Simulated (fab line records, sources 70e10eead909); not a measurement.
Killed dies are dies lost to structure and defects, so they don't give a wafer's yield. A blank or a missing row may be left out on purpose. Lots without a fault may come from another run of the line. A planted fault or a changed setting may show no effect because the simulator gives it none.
Which tool did it? | flow nand_harc | 12 lots, 36 wafers sampled, at 4 steps of a route of 1302

WHAT THE GAUGES READ, wafer by wafer
The record holds no reading of a measuring or inspecting step that can be judged against a usual standard deviation.

WHICH TOOL RAN EACH LOT (tool, then ch and the chambers of the sampled wafers, then the start)
lot  | NHARC_A_CHANNEL_HOLE_D2_ETCH_20  | NHARC_A_CHANNEL_HOLE_D2_ETCH_24  | NHARC_A_CHANNEL_FILL_D2_ALD_25   | NHARC_A_CHANNEL_FILL_D2_ETCHBACK_08
L622 | har_etch-01 ch 0,1, day 13 03:40 | har_etch-01 ch 0,1, day 13 05:41 | ald_hk-04 ch 0,2,3, day 15 00:50 | rie_diel-11 ch 0,1,2, no start
L624 | har_etch-01 ch 0,1, day 13 18:36 | har_etch-01 ch 0,1, day 13 20:51 | ald_hk-03 ch 0,3, day 15 12:25   | rie_diel-02 ch 2,3, no start
L623 | har_etch-02 ch 0,1, day 13 19:20 | har_etch-02 ch 0,1, day 13 21:22 | ald_hk-04 ch 0,1,2, day 15 12:25 | rie_diel-11 ch 0,2,3, no start
L625 | har_etch-02 ch 0,1, day 14 07:58 | har_etch-02 ch 0,1, day 14 09:59 | ald_hk-04 ch 1,2,3, day 16 03:21 | rie_diel-02 ch 0,2,3, no start
L626 | har_etch-01 ch 0,1, day 14 21:26 | har_etch-01 ch 0,1, day 14 23:28 | ald_hk-04 ch 1,2,3, day 16 19:10 | rie_diel-11 ch 0,1,3, no start
L634 | har_etch-01 ch 0, day 18 16:52   | har_etch-01 ch 0, day 18 18:56   | ald_hk-03 ch 0,1,3, day 20 11:54 | rie_diel-11 ch 0,3, no start
L637 | har_etch-01 ch 0,1, day 19 05:22 | har_etch-01 ch 0,1, day 19 07:23 | ald_hk-03 ch 0,1,3, day 21 01:29 | rie_diel-02 ch 0,1,2, no start
L639 | har_etch-01 ch 0,1, day 20 08:46 | har_etch-01 ch 0,1, day 20 10:48 | ald_hk-01 ch 0,2,3, day 22 04:35 | rie_diel-11 ch 0,1,2, no start
L641 | har_etch-02 ch 0,1, day 21 00:09 | har_etch-02 ch 0,1, day 21 02:11 | ald_hk-01 ch 1,3, day 22 19:27   | rie_diel-02 ch 0,1, no start
L642 | har_etch-02 ch 0,1, day 21 21:03 | har_etch-02 ch 0,1, day 21 23:13 | ald_hk-01 ch 0,3, day 23 15:32   | rie_diel-02 ch 0,1, no start
L644 | har_etch-01 ch 0,1, day 22 10:01 | har_etch-01 ch 0,1, day 22 12:11 | ald_hk-01 ch 0,1,2, day 24 04:56 | rie_diel-11 ch 0,1, no start
L645 | har_etch-01 ch 0, day 22 17:28   | har_etch-01 ch 0, day 22 19:29   | ald_hk-03 ch 0,2, day 24 11:51   | rie_diel-05 ch 0,1,3, no start
- NHARC_A_CHANNEL_HOLE_D2_ETCH_20: etches the open film in C4F8/O2/Ar, time 361.9 s, target depth 1600 nm.
- NHARC_A_CHANNEL_HOLE_D2_ETCH_24: etches the open film in C4F8/O2/Ar, time 906.2 s, target depth 1500 nm.
- NHARC_A_CHANNEL_FILL_D2_ALD_25: deposits SiOx, target thk 60 nm, pulse time 10 s, ald cycles 600.
- NHARC_A_CHANNEL_FILL_D2_ETCHBACK_08: etches the open film in C4F8, target depth 220 nm, time 110 s.

WHAT THE TOOLS THEMSELVES READ (means of the sampled wafers that have a number; where no wafer has one, the mark that the record gives instead)
NHARC_A_CHANNEL_HOLE_D2_ETCH_20. Usual: drypump_motor_current_A 5.8 A, standard deviation 0.31; oes_air_line_au 1.001 a.u., standard deviation 0.02; showerhead_plenum_p_Torr 3.68 Torr, standard deviation 0.12; throttle_valve_pct 32.155 %, standard deviation 0.0099.
lot  | tool        | drypump_motor_current_A (A) | oes_air_line_au (a.u.) | showerhead_plenum_p_Torr (Torr) | throttle_valve_pct (%) | flag
L622 | har_etch-01 | 5.8                         | 0.994                  | 3.68                            | 32.155                 |
L624 | har_etch-01 | 5.9                         | 1.028                  | 3.68                            | 32.151                 |
L623 | har_etch-02 | 6.0                         | 0.988                  | 3.64                            | 32.157                 |
L625 | har_etch-02 | 6.0                         | 0.991                  | 3.63                            | 32.149                 |
L626 | har_etch-01 | 5.7                         | 0.994                  | 3.64                            | 32.151                 |
L634 | har_etch-01 | 6.1                         | 0.999                  | 3.66                            | 32.143                 |
L637 | har_etch-01 | 5.7                         | 1.006                  | 3.61                            | 32.147                 |
L639 | har_etch-01 | 5.6                         | 1.016                  | 3.61                            | 32.152                 |
L641 | har_etch-02 | 6.0                         | 0.973                  | 3.75                            | 32.154                 |
L642 | har_etch-02 | 5.8                         | 1.001                  | 3.82                            | 32.157                 |
L644 | har_etch-01 | 5.9                         | 1.001                  | 3.61                            | 32.160                 |
L645 | har_etch-01 | 6.1                         | 1.008                  | 3.63                            | 32.158                 |

NHARC_A_CHANNEL_HOLE_D2_ETCH_24. Usual: drypump_motor_current_A 5.8 A, standard deviation 0.31; oes_air_line_au 1.005 a.u., standard deviation 0.023; showerhead_plenum_p_Torr 3.68 Torr, standard deviation 0.12; throttle_valve_pct 32.236 %, standard deviation 0.0094.
lot  | tool        | drypump_motor_current_A (A) | oes_air_line_au (a.u.) | showerhead_plenum_p_Torr (Torr) | throttle_valve_pct (%) | flag
L622 | har_etch-01 | 5.8                         | 1.008                  | 3.68                            | 32.239                 |
L624 | har_etch-01 | 5.9                         | 1.024                  | 3.67                            | 32.239                 |
L623 | har_etch-02 | 6.0                         | 0.999                  | 3.63                            | 32.232                 |
L625 | har_etch-02 | 6.0                         | 1.026                  | 3.63                            | 32.238                 |
L626 | har_etch-01 | 5.7                         | 1.012                  | 3.64                            | 32.242                 |
L634 | har_etch-01 | 6.0                         | 1.018                  | 3.66                            | 32.228                 |
L637 | har_etch-01 | 5.6                         | 1.000                  | 3.61                            | 32.234                 |
L639 | har_etch-01 | 5.6                         | 1.001                  | 3.60                            | 32.228                 |
L641 | har_etch-02 | 6.0                         | 1.013                  | 3.74                            | 32.233                 |
L642 | har_etch-02 | 5.8                         | 0.998                  | 3.81                            | 32.239                 |
L644 | har_etch-01 | 5.9                         | 0.999                  | 3.61                            | 32.232                 |
L645 | har_etch-01 | 6.1                         | 1.022                  | 3.63                            | 32.229                 |

NHARC_A_CHANNEL_FILL_D2_ALD_25. Usual: heater_power_w 483 W, standard deviation 46; precursor_pulse_height_rel 1.000, standard deviation 0.02.
lot  | tool      | heater_power_w (W) | precursor_pulse_height_rel | flag
L622 | ald_hk-04 | 484                | 0.993                      |
L624 | ald_hk-03 | 497                | 1.010                      |
L623 | ald_hk-04 | 460                | 1.012                      |
L625 | ald_hk-04 | 466                | 0.986                      |
L626 | ald_hk-04 | 462                | 1.006                      |
L634 | ald_hk-03 | 527                | 0.997                      |
L637 | ald_hk-03 | 523                | 0.982                      |
L639 | ald_hk-01 | 473                | 0.984                      |
L641 | ald_hk-01 | 488                | 0.974                      |
L642 | ald_hk-01 | 479                | 1.026                      |
L644 | ald_hk-01 | 460                | 1.029                      |
L645 | ald_hk-03 | 466                | 1.000                      |

NHARC_A_CHANNEL_FILL_D2_ETCHBACK_08. Usual: oes_product_au 0.97 a.u., standard deviation 0.035; rf_vpp_V 442.3 V, standard deviation 2.2.
lot  | tool        | oes_product_au (a.u.) | rf_vpp_V (V) | flag
L622 | rie_diel-11 | 0.99                  | 442.7        |
L624 | rie_diel-02 | 0.96                  | 442.8        |
L623 | rie_diel-11 | 1.00                  | 443.4        |
L625 | rie_diel-02 | 0.93                  | 441.1        |
L626 | rie_diel-11 | 0.95                  | 442.4        |
L634 | rie_diel-11 | 0.92                  | 441.6        |
L637 | rie_diel-02 | 1.01                  | 441.6        |
L639 | rie_diel-11 | 0.93                  | 442.0        |
L641 | rie_diel-02 | 0.91                  | 440.7        |
L642 | rie_diel-02 | 1.01                  | 441.0        |
L644 | rie_diel-11 | 0.93                  | 441.0        |
L645 | rie_diel-05 | 1.01                  | 443.5        |

THE ANSWER, worked out from the rows above alone
Rule: a lot is off if the mean of its wafers that have a number lies more than 3 standard deviations from the usual mean. A lot without any number at a reading at which 4 lots or more have one is off too. The other lots that the step has rows for count as sound. The gauges are gone through in route order, then the tools' own readings, and for those a lot's mean is taken as printed above. The first step at which some lot is off is used, and at that step the reading that is off furthest; a lot without a number counts as furthest.
No lot is off at any reading shown: from this, nothing can be told.

WHAT THE SIMULATOR HAD PUT IN
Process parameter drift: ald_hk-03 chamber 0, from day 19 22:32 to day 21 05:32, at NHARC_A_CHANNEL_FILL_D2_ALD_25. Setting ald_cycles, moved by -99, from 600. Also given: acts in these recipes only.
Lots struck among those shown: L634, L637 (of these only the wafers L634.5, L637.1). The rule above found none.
